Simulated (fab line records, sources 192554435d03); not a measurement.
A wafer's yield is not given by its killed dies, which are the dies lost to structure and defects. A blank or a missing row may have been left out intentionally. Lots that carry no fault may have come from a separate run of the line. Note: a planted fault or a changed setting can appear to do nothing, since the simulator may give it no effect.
fab line records    flow n5_finfet
record: lots: 6  wafers: 18  last_day: 17
route steps=1938 shown START@1 ZERO_LAYER@2
lots that met no fault: from a run of the same line without faults
start_h: the number of hours between the record's first day and the start of the first shown wafer of the lot    wait_h: time in hours since the lot's previous step    " same as the row above    L1.1+2: a single row standing in for several wafers    - no value present, or no start provided    * or withheld: withheld    < > ~ a bound
route shown NAME@n: a module of which the file shows steps, and the number in the route of the first    usual: mean and standard deviation over wafers with no fault    same: alike in all rows    chamber/n: place in a boat    sites: the reading at each site    _std_site: the values' standard deviation    _edge_site: outer sites' mean less inner sites'    radius_mm: how far each site lies from the wafer's centre    mask NAME#n: copy n    behind: tool/chamber where the wafer was last shaped    hold: why the lot went on hold/how many hours it stayed there/how the hold came to an end    device: names the non-switching transistor (n, p or np)    end of line: at the end of the route, the tests of the same wafers    a step given without rows: its recipe and nothing more    killed: the dies lost at the first sort to structure and to defects; this is not the yield of the wafer    map: dies across one wafer; x = killed, . = not, _ = none there
set.NAME: the setting that was run; set.NAME@STEP: the one run at that earlier step    model.NAME: the simulator's own value behind a step, which no gauge read
lots seen at some steps along the route; tables by step, rows by wafer
services: the hour from which a tool's chamber was out of use, counted from the record's first day as start_h (under 0 if before that day), plus the number of hours and why
== steps ==
step: N5_START_INSPECT_01
recipe: inspect_instrument: unpatterned_scan  mode: incoming
usual: raw_defect_count: 5.9/2.1
lot.wafer  tool               chamber  start_h  wait_h  raw_defect_count
L505.3     defect_inspect-01  -        12.04    -       3
L505.4     "                  -        "        "       5
L505.6     "                  -        "        "       7
L514.1     defect_inspect-02  -        66.03    -       5
L514.3     "                  -        "        "       7
L514.5     "                  -        "        "       10
L522.2     defect_inspect-02  -        114.03   -       5
L522.3     "                  -        "        "       4
L522.6     "                  -        "        "       3
L523.1     defect_inspect-02  -        120.03   -       8
L523.3     "                  -        "        "       7
L523.5     "                  -        "        "       6
L526.1     defect_inspect-01  -        138.03   -       6
L526.2     "                  -        "        "       2
L526.4     "                  -        "        "       2
L527.2     defect_inspect-02  -        144.03   -       4
L527.3     "                  -        "        "       5
L527.5     "                  -        "        "       3
step: N5_ZERO_LAYER_PRECLEAN_00
recipe: chemistry: SPM  time_s: 600  temp_c: 120  mix: 4:1
step: N5_ZERO_LAYER_SRD_01
recipe: time_s: 30  temp_c: 23  rinse_liquid: diw  dry: n2_spin  spin_rpm: 1500  dry_time_s: 30
step: N5_ZERO_LAYER_PECVD_02
recipe: material: SiO2  target_thk_a: 100  temp_c: 400  precursor: SiH4/N2O  pressure_torr: 0.75  rf_w: 275  time_s: 6
usual: heater_power_w: 818/150  showerhead_plenum_p_Torr: 8.15/0.13
lot.wafer  tool      chamber  start_h  wait_h  heater_power_w  showerhead_plenum_p_Torr
L505.3     pecvd-01  1        12.29    0.0     897             8.11
L505.4     "         1        "        "       882             8.09
L505.6     "         2        "        "       567             8.19
L514.1     pecvd-01  0        66.28    0.0     712             8.11
L514.3     "         2        "        "       578             8.19
L514.5     "         2        "        "       575             8.20
L522.2     pecvd-01  2        114.28   0.0     664             8.20
L522.3     "         0        "        "       711             8.13
L522.6     "         2        "        "       654             8.21
L523.1     pecvd-01  0        120.30   0.0     717             8.12
L523.3     "         1        "        "       931             8.12
L523.5     "         2        "        "       609             8.20
L526.1     pecvd-03  0        138.47   0.0     753             8.37
L526.2     "         2        "        "       984             8.13
L526.4     "         2        "        "       1000            8.15
L527.2     pecvd-03  2        144.28   0.0     939             8.13
L527.3     "         0        "        "       780             8.34
L527.5     "         0        "        "       760             8.35
step: N5_ZERO_LAYER_HMDS_04
recipe: time_s: 60  temp_c: 120
step: N5_ZERO_LAYER_COAT_05
recipe: spin_rpm: 1500  resist_thk_nm: 1000
step: N5_ZERO_LAYER_EBR_07
recipe: solvent: PGMEA  ebr_width_mm: 1.5
step: N5_ZERO_LAYER_SOFTBAKE_06
recipe: temp_c: 100  time_s: 90
step: N5_ZERO_LAYER_EXPOSE_08
recipe: mask_id: ZERO  na: 0.55  source_shape: conventional  sigma_outer: 0.8  polarization: unpolarized  defocus_nm: 0  target_cd_nm: 2000  dose_mj: 16.2
lot.wafer   tool            chamber  start_h  wait_h  mask    model.ZERO_LAYER.overlay_x_nm
L505.3+4+6  krf_scanner-02  0        12.61    -       ZERO#0  2.082
L514.1+3+5  krf_scanner-01  0        66.46    -       ZERO#0  -2.331
L522.2+3+6  krf_scanner-02  0        114.60   -       ZERO#0  402.8
L523.1+3+5  krf_scanner-02  0        120.48   -       ZERO#0  410.4
L526.1+2+4  krf_scanner-01  0        138.78   -       ZERO#0  -2.9
L527.2+3+5  krf_scanner-01  0        144.47   -       ZERO#0  0.2687
step: N5_ZERO_LAYER_PEB_09
recipe: peb_temp_c: withheld  peb_time_s: *
== services ==
tool            chamber  start_h  hours  kind
krf_scanner-01  -        -7.98    1.3    pm
krf_scanner-02  0        -6.67    -      calibration
krf_scanner-02  -        31.87    1.0    pm
pecvd-01        0        39.57    5.5    scheduled_down
pecvd-01        2        45.03    2.1    scheduled_down
krf_scanner-02  -        50.02    0.5    repair
krf_scanner-02  -        51.15    11.6   pm
krf_scanner-01  0        56.08    -      calibration
krf_scanner-01  -        56.34    0.2    repair
krf_scanner-01  -        60.91    4.2    repair
pecvd-01        1        73.08    5.5    scheduled_down
pecvd-01        0        78.76    2.1    scheduled_down
krf_scanner-02  -        91.07    0.8    pm
krf_scanner-02  -        94.74    0.4    repair
pecvd-03        1        98.79    5.5    scheduled_down
pecvd-01        0        99.99    13.4   repair
krf_scanner-01  -        111.35   0.8    pm
krf_scanner-02  -        139.77   1.3    pm
== key ==
first_sign none at tools or gauges
model_effect: step: N5_ZERO_LAYER_EXPOSE_08  value: ZERO_LAYER.overlay_x_nm  without: 3.042  struck: 406.6
met_at N5_ZERO_LAYER_EXPOSE_08
struck_wafers L522.2,L522.3,L522.6,L523.1,L523.3,L523.5
tester_left_out L522,L523
onset_between 12.61 114.60
also_fits N5_ZERO_LAYER_PECVD_02:pecvd-01
fault: kind: scanner_matching_overlay  tool: krf_scanner-02  chamber: -  onset_h: 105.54  steps: N5_ZERO_LAYER_EXPOSE_08  offset: 403.56
tester_left_out: of these lots the tester's yield and bins aren't shown, on N5 and GAA mostly nor the transistor test; their killed dies are dies lost to structure and defects alone, not to doping, threshold or leakage, so they don't give the yield
